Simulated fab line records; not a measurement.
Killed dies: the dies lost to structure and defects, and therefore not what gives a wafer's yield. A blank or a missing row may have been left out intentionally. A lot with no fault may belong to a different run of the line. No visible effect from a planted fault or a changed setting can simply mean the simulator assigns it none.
fab line records ; flow nand_harc
record lots=6; wafers=18; last_day=33
route steps=1302 shown THIN_TSV@1284 END@1302
lots that met no fault: from a run of the same line without faults
start_h: hours from the record's opening day to when the first of the lot's shown wafers began ; wait_h: how many hours have passed since the lot's step before this one ; " repeats the value in the row above ; L1.1+2: a single row standing in for several wafers ; - either no value or no given start ; * or withheld: withheld ; < > ~ a bound
route shown NAME@n: NAME is a module with steps in the file, n the number in the route of the first one ; usual: the fault-free wafers' mean and standard deviation ; same: alike in all rows ; chamber/n: place in a boat ; sites: per-site readings ; _std_site: the values' standard deviation ; _edge_site: inner sites' mean taken away from outer sites' mean ; radius_mm: for every site, how far away it sits from the centre of the wafer ; mask NAME#n: copy n ; behind: tool/chamber where the wafer was last shaped ; hold: reason for holding the lot/hours on hold/outcome of the hold ; device: transistor that didn't switch, given as n, p or np ; end of line: the tests these same wafers got at the end of their route ; where a step has no rows: the recipe by itself ; killed: not the wafer's yield, but the dies lost to structure and defects at the first sort ; map: a wafer's dies, marking killed ones x, the rest . and places with no die _
set.NAME: the setting as run; set.NAME@STEP: as run at that earlier step ; model.NAME: the simulator's own value behind a step, which no gauge read
a table for each step, a row for each wafer; lots at some steps of the route
services: from which hour (start_h, from the record's first day; less than 0 if before it) a tool's chamber was out of use, for how many hours, and why
## steps
# step NHARC_THIN_TSV_HMDS_26
# recipe time_s=30
# step NHARC_THIN_TSV_COAT_27
# recipe spin_rpm=*
# step NHARC_THIN_TSV_SOFTBAKE_28
# recipe temp_c=122; time_s=95
# step NHARC_THIN_TSV_EBR_29
# step NHARC_THIN_TSV_EXPOSE_30
# recipe na=0.55; dose_mj=11.47; mask_id=PAD
# step NHARC_THIN_TSV_PEB_31
# recipe peb_temp_c=118; peb_time_s=85
# step NHARC_THIN_TSV_DEVELOP_32
# recipe time_s=70
# step NHARC_THIN_TSV_CD_MEAS_33
# recipe target_cd_nm=5000; landing_energy_ev=500
# usual cd_nm=5000.4/2.1
lot.wafer;tool;chamber;start_h;wait_h;cd_nm
L927.1;cd_sem-01;0;577.93;-;5002.6
L927.2;cd_sem-01;0;577.93;-;5001.7
L927.5;cd_sem-01;0;577.93;-;5003.4
L942.1;cd_sem-01;0;706.08;-;4998.7
L942.2;cd_sem-01;0;706.08;-;5000.4
L942.5;cd_sem-01;0;706.08;-;4998.7
L941.2;cd_sem-02;0;710.07;-;4999.3
L941.4;cd_sem-02;0;710.07;-;5000.6
L941.6;cd_sem-02;0;710.07;-;5002.1
L946.4;cd_sem-01;0;754.46;-;4999.4
L946.5;cd_sem-01;0;754.46;-;5000.3
L946.6;cd_sem-01;0;754.46;-;4997.9
L947.2;cd_sem-01;0;761.56;-;5001.6
L947.3;cd_sem-01;0;761.56;-;5000.2
L947.5;cd_sem-01;0;761.56;-;5000.2
L948.1;cd_sem-02;0;780.46;-;5001.2
L948.3;cd_sem-02;0;780.46;-;5000.1
L948.4;cd_sem-02;0;780.46;-;5002.3
# step NHARC_THIN_TSV_HARDBAKE_34
# recipe temp_c=125; time_s=80
# step NHARC_THIN_TSV_DESCUM_35
# recipe time_s=3; o2_flow_sccm=200; ar_flow_sccm=0; bias_power_w=0; chemistry=O2
# usual drypump_motor_current_A=5.3/0.44; oes_product_au=0.995/0.008; rf_vpp_V=57.5/0.85; showerhead_plenum_p_Torr=1.88/0.077; throttle_valve_pct=11.311/0.009
lot.wafer;tool;chamber;start_h;wait_h;drypump_motor_current_A;oes_product_au;rf_hours_counter_h;rf_vpp_V;showerhead_plenum_p_Torr;throttle_valve_pct
L927.2;rie_diel-13;1;578.11;-;5.0;0.978;3.7;58.0;1.87;11.288
L927.1;rie_diel-13;2;578.11;-;6.2;0.990;3.4;58.0;1.80;11.308
L927.5;rie_diel-13;1;578.11;-;5.0;0.983;-;58.3;1.87;11.313
L942.1;rie_diel-08;0;706.25;-;5.0;0.986;7.0;56.2;1.82;11.299
L942.2;rie_diel-08;2;706.25;-;4.8;0.983;8.3;58.0;1.94;11.306
L942.5;rie_diel-08;0;706.25;-;5.0;1.007;-;57.3;1.82;11.305
L941.2;rie_diel-13;3;710.23;-;5.1;1.001;0.3;57.3;1.89;11.312
L941.4;rie_diel-13;1;710.23;-;5.0;1.002;0.2;56.6;1.87;11.303
L941.6;rie_diel-13;0;710.23;-;5.7;1.006;-;57.5;1.82;11.313
L946.4;rie_diel-13;0;754.64;-;5.8;1.003;2.2;57.6;1.82;11.312
L946.5;rie_diel-13;2;754.64;-;6.2;0.998;-;57.7;1.80;11.314
L946.6;rie_diel-13;3;754.64;-;5.1;0.993;-;58.4;1.88;11.330
L947.2;rie_diel-09;0;761.72;-;5.7;0.997;4.6;56.9;1.85;11.305
L947.3;rie_diel-09;1;761.72;-;5.8;1.000;4.3;58.2;2.02;11.294
L947.5;rie_diel-09;1;761.72;-;5.8;0.990;-;59.6;2.02;11.308
L948.4;rie_diel-13;0;780.62;-;5.7;1.004;3.9;56.9;1.82;11.303
L948.1;rie_diel-13;1;780.62;-;5.0;1.007;4.0;58.3;1.87;11.309
L948.3;rie_diel-13;2;780.62;-;6.2;0.983;4.2;57.2;1.80;11.307
# step NHARC_THIN_TSV_ETCH_59
# recipe target_depth_a=8800; icp_w=900; bias_w=100; Cl2_flow_sccm=60; bcl3_flow_sccm=30; time_s=138.1; chemistry=Cl2/BCl3
# usual drypump_motor_current_A=5.7/0.45; he_backside_leak_sccm=3.35/0.24; oes_product_au=1.001/0.0099; throttle_valve_pct=22.263/0.0092
lot.wafer;tool;chamber;start_h;wait_h;drypump_motor_current_A;he_backside_leak_sccm;oes_product_au;rf_hours_counter_h;throttle_valve_pct
L927.2;rie_metal-02;0;578.22;0.1;5.7;3.30;1.001;1.9;22.269
L927.1;rie_metal-02;1;578.22;0.1;6.2;3.33;1.008;1.9;22.259
L927.5;rie_metal-02;1;578.22;0.1;6.1;3.48;1.011;-;22.265
L942.1;rie_metal-02;1;706.37;0.1;6.1;3.55;0.995;0.7;22.260
L942.2;rie_metal-02;0;706.37;0.1;5.7;3.14;0.982;0.7;22.265
L942.5;rie_metal-02;0;706.37;0.1;5.7;3.38;0.983;-;22.279
L941.2;rie_metal-03;1;710.42;0.2;5.9;3.03;1.012;-;22.263
L941.4;rie_metal-03;1;710.42;0.2;5.9;3.05;1.000;-;22.257
L941.6;rie_metal-03;1;710.42;0.2;5.9;3.25;1.007;-;22.259
L946.4;rie_metal-02;1;754.85;0.2;6.2;3.50;1.004;-;22.262
L946.5;rie_metal-02;0;754.85;0.2;5.8;3.30;0.987;-;22.272
L946.6;rie_metal-02;1;754.85;0.2;6.2;3.57;0.990;-;22.261
L947.2;rie_metal-01;1;761.88;0.1;5.4;3.88;1.028;0.0;22.258
L947.3;rie_metal-01;0;761.88;0.1;5.6;3.07;1.000;-;22.268
L947.5;rie_metal-01;1;761.88;0.1;5.4;3.56;1.026;-;22.265
L948.1;rie_metal-02;1;780.74;0.1;6.2;3.36;0.991;2.4;22.273
L948.4;rie_metal-02;1;780.74;0.1;6.2;3.33;1.002;-;22.266
L948.3;rie_metal-02;0;780.74;0.1;5.8;3.34;0.998;-;22.271
# step NHARC_THIN_TSV_ETCH_36
# recipe target_depth_a=650; over_etch_frac=0.3; time_s=18.571; ion_energy_ev=150; chemistry=Cl2/BCl3
# usual drypump_motor_current_A=5.6/0.46; he_backside_leak_sccm=3.36/0.24; oes_product_au=1.001/0.0096
lot.wafer;tool;chamber;start_h;wait_h;drypump_motor_current_A;he_backside_leak_sccm;oes_product_au;rf_hours_counter_h
L927.1;rie_metal-02;1;578.48;0.2;6.1;3.34;1.018;2.1
L927.2;rie_metal-02;0;578.48;0.2;5.7;3.32;1.004;2.1
L927.5;rie_metal-02;0;578.48;0.2;5.7;3.30;1.002;-
L942.2;rie_metal-02;1;706.62;0.2;6.2;3.45;1.002;0.9
L942.1;rie_metal-02;0;706.62;0.2;5.7;3.19;0.984;0.9
L942.5;rie_metal-02;1;706.62;0.2;6.2;3.52;0.996;-
L941.2;rie_metal-03;1;710.84;0.3;6.0;3.10;1.011;-
L941.4;rie_metal-03;1;710.84;0.3;6.0;3.09;1.005;-
L941.6;rie_metal-03;1;710.84;0.3;6.0;3.26;1.015;-
L946.4;rie_metal-02;0;755.02;0.1;5.8;3.24;0.997;-
L946.5;rie_metal-02;1;755.02;0.1;6.2;3.54;0.988;-
L946.6;rie_metal-02;0;755.02;0.1;5.7;3.10;0.993;-
L947.2;rie_metal-01;1;762.10;0.2;5.4;3.90;1.018;0.2
L947.3;rie_metal-01;0;762.10;0.2;5.6;3.03;0.986;-
L947.5;rie_metal-01;1;762.10;0.2;5.4;3.82;1.021;-
L948.1;rie_metal-02;0;781.01;0.2;5.8;3.44;0.994;2.5
L948.4;rie_metal-02;1;781.01;0.2;6.2;3.55;0.990;-
L948.3;rie_metal-02;0;781.01;0.2;5.7;3.36;0.998;-
# step NHARC_THIN_TSV_STRIP_56
# recipe power_w=1500; temp_c=250; chemistry=O2
# usual drypump_motor_current_A=5.6/0.38; heater_power_w=347/11
lot.wafer;tool;chamber;start_h;wait_h;drypump_motor_current_A;heater_power_w;rf_hours_counter_h
L927.2;plasma_asher-01;0;578.59;0.1;5.0;357;10
L927.1;plasma_asher-01;1;578.59;0.1;5.5;332;10
L927.5;plasma_asher-01;0;578.59;0.1;5.0;352;-
L942.2;plasma_asher-02;0;706.72;0.1;-;-;-
L942.1;plasma_asher-02;1;706.72;0.1;-;-;-
L942.5;plasma_asher-02;1;706.72;0.1;-;-;-
L941.2;plasma_asher-01;0;711.01;0.2;-;-;-
L941.4;plasma_asher-01;1;711.01;0.2;-;-;-
L941.6;plasma_asher-01;1;711.01;0.2;-;-;-
L946.4;plasma_asher-02;0;755.19;0.2;5.8;348;-
L946.6;plasma_asher-02;0;755.19;0.2;5.8;354;-
L946.5;plasma_asher-02;1;755.19;0.2;6.0;349;-
L947.2;plasma_asher-02;0;762.20;0.1;5.8;349;31
L947.3;plasma_asher-02;1;762.20;0.1;6.1;360;-
L947.5;plasma_asher-02;0;762.20;0.1;5.8;344;-
L948.1;plasma_asher-01;1;781.15;0.1;5.5;334;15
L948.4;plasma_asher-01;0;781.15;0.1;5.0;373;-
L948.3;plasma_asher-01;1;781.15;0.1;5.5;341;-
# step NHARC_THIN_TSV_STRIP_57
# recipe time_s=1200; temp_c=72.5; chemistry=post_etch_residue_remover
# step NHARC_END_SORT_01
# recipe temp_c=25
# usual defect_limited_yield=91/3; killed_at_array=54/21; killed_at_other=1.0/1.2; killed_at_periphery=3.6/2.6; killed_dies=58/20; killed_open=3.3/1.9; killed_short=2.6/1.5; sort_bin_2_pct=3.1/1.4; sort_bin_3_pct=0.6/0.37; sort_bin_4_pct=4.9/1.6; sort_n_pass=619/20; sort_rim_yield_pct=91/4.3; sort_yield_pct=91/3
# same gross_dies=677; sort_bin_5_pct[%]=0; sort_bin_6_pct[%]=0; sort_bin_7_pct[%]=0; sort_bin_8_pct[%]=0; sort_rim_n_gross=106.00
lot.wafer;tool;chamber;start_h;wait_h;defect_limited_yield[%];killed_at_array;killed_at_other;killed_at_periphery;killed_dies;killed_open;killed_short;sort_bin_2_pct[%];sort_bin_3_pct[%];sort_bin_4_pct[%];sort_n_pass;sort_rim_yield_pct[%];sort_yield_pct[%]
L927.1;prober-02;0;587.01;2.5;88;74;4;3;81;3;5;5.2;0.4;6.4;596;89;88
L927.2;prober-02;0;587.80;2.8;85;96;0;3;99;2;1;5.8;0.1;8.7;578;91;85
L927.5;prober-02;0;590.18;3.7;86;89;0;4;93;5;3;5.5;0.9;7.4;584;95;86
L942.1;prober-02;0;714.25;2.5;89;65;1;8;74;2;1;2.8;0.6;7.5;603;93;89
L942.2;prober-02;0;715.04;2.8;91;59;1;3;63;5;2;3.7;0.9;4.7;614;94;91
L942.5;prober-02;0;717.42;3.7;88;76;1;6;83;3;0;5.2;0.7;6.4;594;93;88
L941.2;prober-02;0;722.82;2.8;89;67;1;5;73;7;1;3.7;1.3;5.8;604;83;89
L941.4;prober-02;0;724.44;3.4;91;58;0;4;62;5;4;4.1;0.6;4.4;615;89;91
L941.6;prober-02;0;726.06;4.1;91;55;2;3;60;0;2;3.0;0.3;5.6;617;92;91
L946.4;prober-02;0;767.39;3.4;90;67;0;0;67;6;2;3.1;0.4;6.4;610;86;90
L946.5;prober-02;0;768.19;3.7;92;51;0;0;51;1;1;2.5;0.7;4.3;626;88;92
L946.6;prober-02;0;768.99;4.0;92;50;2;2;54;4;0;2.4;0.3;5.3;623;88;92
L947.2;prober-01;0;771.65;2.8;91;56;3;5;64;3;2;3.4;0.7;5.3;613;90;91
L947.3;prober-01;0;772.45;3.1;91;57;3;3;63;4;3;4.0;0.6;4.7;614;88;91
L947.5;prober-01;0;774.06;3.7;91;54;4;2;60;3;2;2.7;0.1;6.1;617;91;91
L948.1;prober-01;0;788.25;2.5;94;36;0;6;42;0;2;2.5;0.1;3.5;635;93;94
L948.3;prober-01;0;789.82;3.1;95;28;2;2;32;3;2;1.8;0;3.0;645;92;95
L948.4;prober-01;0;790.60;3.4;94;36;0;3;39;2;3;1.5;0.1;4.1;638;96;94
# killed by level:class
L927.1 A_CHANNEL_HOLE_D2:chamber_film_flake=29 A_CHANNEL_HOLE_D1:chamber_film_flake=20 A_SLIT:chamber_film_flake=15 A_CONTACT:chamber_film_flake=3 THIN_TSV:chamber_film_flake=3 A_CHANNEL_HOLE_D2:geometric_particle:short=2 A_WL_FILL:geometric_particle:open=2 P_GATE:geometric_particle:short=1
L927.2 A_CHANNEL_HOLE_D2:chamber_film_flake=33 A_CHANNEL_HOLE_D1:chamber_film_flake=26 A_SLIT:chamber_film_flake=24 A_DECK1_JOINT:chamber_film_flake=3 A_CONTACT:chamber_film_flake=3 A_STAIRCASE:chamber_film_flake=2 A_WL_FILL:chamber_film_flake=2 P_GATE:geometric_particle:open=1
L927.5 A_CHANNEL_HOLE_D2:chamber_film_flake=33 A_CHANNEL_HOLE_D1:chamber_film_flake=24 A_SLIT:chamber_film_flake=21 A_CONTACT:chamber_film_flake=4 P_M0:chamber_film_flake=2 P_M0:geometric_particle:open=1 P_M1:geometric_particle:short=1 A_ONON_D1:geometric_particle:open=1
L942.1 A_CHANNEL_HOLE_D1:chamber_film_flake=29 A_CHANNEL_HOLE_D2:chamber_film_flake=16 P_STI:chamber_film_flake=5 A_CONTACT:chamber_film_flake=5 A_SLIT:chamber_film_flake=4 A_BLC:chamber_film_flake=4 P_CONTACT:chamber_film_flake=3 A_DECK1_JOINT:chamber_film_flake=3
L942.2 A_CHANNEL_HOLE_D1:chamber_film_flake=27 A_CHANNEL_HOLE_D2:chamber_film_flake=11 A_CONTACT:chamber_film_flake=6 A_ONON_D2:geometric_particle:open=3 A_DECK1_JOINT:chamber_film_flake=2 A_BLC:chamber_film_flake=2 A_STAIRCASE:chamber_film_flake=2 A_DECK1_JOINT:geometric_particle:open=1
L942.5 A_CHANNEL_HOLE_D1:chamber_film_flake=29 A_CHANNEL_HOLE_D2:chamber_film_flake=27 A_CONTACT:chamber_film_flake=7 P_STI:chamber_film_flake=4 A_SLIT:chamber_film_flake=3 A_BLC:chamber_film_flake=3 A_STAIRCASE:chamber_film_flake=2 P_CONTACT:geometric_particle:open=1
L941.2 A_SLIT:chamber_film_flake=35 A_CHANNEL_HOLE_D2:chamber_film_flake=15 A_BLC:chamber_film_flake=5 A_WL_FILL:geometric_particle:open=2 A_M0:geometric_particle:open=2 A_ZERO_WELL:chamber_film_flake=2 A_CONTACT:chamber_film_flake=2 P_CONTACT:geometric_particle:open=1
L941.4 A_SLIT:chamber_film_flake=20 A_CHANNEL_HOLE_D2:chamber_film_flake=13 A_CHANNEL_HOLE_D1:chamber_film_flake=7 A_CONTACT:chamber_film_flake=4 A_WL_FILL:chamber_film_flake=3 A_BLC:chamber_film_flake=3 A_ONON_D2:geometric_particle:open=2 P_GATE:chamber_film_flake=2
L941.6 A_SLIT:chamber_film_flake=19 A_CHANNEL_HOLE_D2:chamber_film_flake=15 A_CHANNEL_HOLE_D1:chamber_film_flake=8 A_WL_FILL:chamber_film_flake=5 A_CONTACT:chamber_film_flake=5 A_BLC:chamber_film_flake=2 THIN_TSV:chamber_film_flake=2 P_M0:geometric_particle:short=1
L946.4 A_SLIT:chamber_film_flake=34 A_CONTACT:chamber_film_flake=13 A_CHANNEL_HOLE_D1:chamber_film_flake=10 A_CHANNEL_FILL_D2:geometric_particle:open=2 A_ONON_D1:geometric_particle:open=1 A_ONON_D2:geometric_particle:open=1 A_CHANNEL_HOLE_D2:geometric_particle:open=1 A_CHANNEL_HOLE_D2:geometric_particle:short=1
L946.5 A_SLIT:chamber_film_flake=30 A_CHANNEL_HOLE_D1:chamber_film_flake=7 A_CONTACT:chamber_film_flake=7 A_STAIRCASE:chamber_film_flake=3 A_DECK1_JOINT:chamber_film_flake=2 A_ONON_D1:geometric_particle:short=1 A_ONON_D1:geometric_particle:open=1
L946.6 A_SLIT:chamber_film_flake=19 A_CHANNEL_HOLE_D1:chamber_film_flake=11 A_CONTACT:chamber_film_flake=10 THIN_TSV:chamber_film_flake=2 A_SOURCE_PLATE:geometric_particle:open=1 A_CHANNEL_HOLE_D1:geometric_particle:open=1 A_ONON_D2:geometric_particle:open=1 A_M0:geometric_particle:open=1
L947.2 A_CHANNEL_HOLE_D1:chamber_film_flake=19 A_CHANNEL_HOLE_D2:chamber_film_flake=13 A_STAIRCASE:chamber_film_flake=10 A_SLIT:chamber_film_flake=8 THIN_TSV:chamber_film_flake=3 P_CONTACT:geometric_particle:open=2 P_ZERO_WELL:chamber_film_flake=2 A_ONON_D1:geometric_particle:open=1
L947.3 A_CHANNEL_HOLE_D1:chamber_film_flake=14 A_SLIT:chamber_film_flake=14 A_CHANNEL_HOLE_D2:chamber_film_flake=13 A_STAIRCASE:chamber_film_flake=8 THIN_TSV:chamber_film_flake=3 A_ONON_D1:geometric_particle:open=2 P_GATE:geometric_particle:short=1 A_ONON_D1:geometric_particle:short=1
L947.5 A_CHANNEL_HOLE_D2:chamber_film_flake=23 A_CHANNEL_HOLE_D1:chamber_film_flake=10 A_SLIT:chamber_film_flake=8 A_STAIRCASE:chamber_film_flake=5 A_CONTACT:chamber_film_flake=3 THIN_TSV:chamber_film_flake=3 A_CHANNEL_FILL_D1:geometric_particle:open=2 A_WL_FILL:geometric_particle:short=2
L948.1 A_CHANNEL_HOLE_D1:chamber_film_flake=20 A_SLIT:chamber_film_flake=5 P_ZERO_WELL:chamber_film_flake=3 A_CONTACT:chamber_film_flake=3 A_STAIRCASE:chamber_film_flake=3 P_GATE:chamber_film_flake=2 A_DECK1_JOINT:chamber_film_flake=2 A_ONON_D2:geometric_particle:short=1
L948.3 A_CHANNEL_HOLE_D1:chamber_film_flake=11 A_CONTACT:chamber_film_flake=6 A_SLIT:chamber_film_flake=5 P_M1:geometric_particle:open=1 A_CHANNEL_HOLE_D1:geometric_particle:short=1 A_CHANNEL_FILL_D1:geometric_particle:open=1 A_WL_FILL:geometric_particle:short=1 P_ZERO_WELL:chamber_film_flake=1
L948.4 A_CHANNEL_HOLE_D1:chamber_film_flake=15 A_SLIT:chamber_film_flake=9 A_DECK1_JOINT:chamber_film_flake=3 P_GATE:chamber_film_flake=2 A_CONTACT:chamber_film_flake=2 P_CONTACT:geometric_particle:open=1 A_DECK1_JOINT:geometric_particle:open=1 A_ONON_D2:geometric_particle:short=1
## services
tool;chamber;start_h;hours;kind
rie_diel-08;0;556.22;4.3;repair
rie_metal-01;-;575.00;9.0;pm
rie_diel-09;2;575.44;5.1;repair
rie_diel-13;2;578.29;4.9;repair
rie_diel-08;0;581.15;3.3;repair
rie_metal-03;-;595.99;0.7;repair
plasma_asher-02;-;603.00;9.0;pm
rie_diel-09;3;609.11;21.1;repair
rie_metal-01;-;617.99;10.0;repair
plasma_asher-01;-;629.10;0.8;repair
rie_diel-13;0;629.70;9.9;repair
rie_metal-02;-;631.00;9.0;pm
rie_metal-03;0;672.35;2.1;repair
rie_diel-09;-;674.10;9.0;pm
rie_diel-13;-;696.00;9.0;pm
rie_metal-03;-;696.00;9.0;pm
plasma_asher-01;-;696.53;9.0;pm
rie_metal-03;0;708.10;10.2;repair
rie_metal-02;-;709.26;1.1;repair
plasma_asher-02;-;717.39;0.3;repair
rie_diel-08;-;721.80;9.0;pm
rie_diel-13;-;741.53;2.2;repair
rie_metal-01;-;752.00;9.0;pm
plasma_asher-02;-;780.15;9.0;pm
## key
first_sign step=NHARC_THIN_TSV_STRIP_56; reading=tool_record; direction=missing
effect none on later readings
met_at NHARC_THIN_TSV_STRIP_56
struck_wafers L941.2,L941.4,L941.6,L942.1,L942.2,L942.5
onset_between 578.59 706.72
fault kind=skipped_step_whole; tool=plasma_asher-01,plasma_asher-02; chamber=-; onset_h=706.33; steps=NHARC_THIN_TSV_STRIP_56; scope=struck_lots_only
